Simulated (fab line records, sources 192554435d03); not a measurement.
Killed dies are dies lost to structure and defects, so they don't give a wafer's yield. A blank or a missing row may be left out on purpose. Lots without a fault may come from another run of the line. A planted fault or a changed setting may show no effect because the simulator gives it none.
Chamber matching | flow n5_finfet | N5_FIN_SAQP_SPACER1_ALD_24 on ald_sin-04: 4 sister chambers
The step deposits SiO2, target thk 20.3 nm, pulse time 1 s, purge time 2 s. 4 wafers are shown with their chamber, then 8 later ones without.

WAFERS WITH THEIR CHAMBER
wafer  | chamber | heater_power_w (W)
L077.5 | 2       | 555
L085.3 | 3       | 462
L085.5 | 1       | 462
L089.1 | 0       | 457

WAFERS WITHOUT THEIR CHAMBER
wafer  | heater_power_w (W)
L089.2 | 478
L089.4 | 562
L094.1 | 468
L094.3 | 557
L094.5 | 460
L097.1 | 559
L097.3 | 473
L097.5 | 468

WHICH CHAMBER EACH WENT THROUGH
wafer  | from the rows above          | in truth
L089.2 | can't be placed: 1 or 3 or 0 | 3
L089.4 | 2                            | 2
L094.1 | can't be placed: 1 or 3 or 0 | 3
L094.3 | 2                            | 2
L094.5 | can't be placed: 1 or 3 or 0 | 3
L097.1 | 2                            | 2
L097.3 | can't be placed: 1 or 3 or 0 | 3
L097.5 | can't be placed: 1 or 3 or 0 | 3
Placed correctly: 3 of 8. Can't be placed from these rows: 5 (the true chamber is among the candidates in 5). Placed wrongly: 0.
How it was worked out, from the rows above alone: a wafer's distance from a chamber is the root of the sum, over the readings, of the square of ((its reading less the chamber's mean) divided by the reading's scatter). The wafer belongs to the nearest chamber; if the next one is less than 2 further off, it can't be placed. A chamber's mean is the mean of its shown wafers. The scatter: with one shown wafer a chamber, the root of the mean of the squares of how far each hidden wafer lies from its nearest shown one.
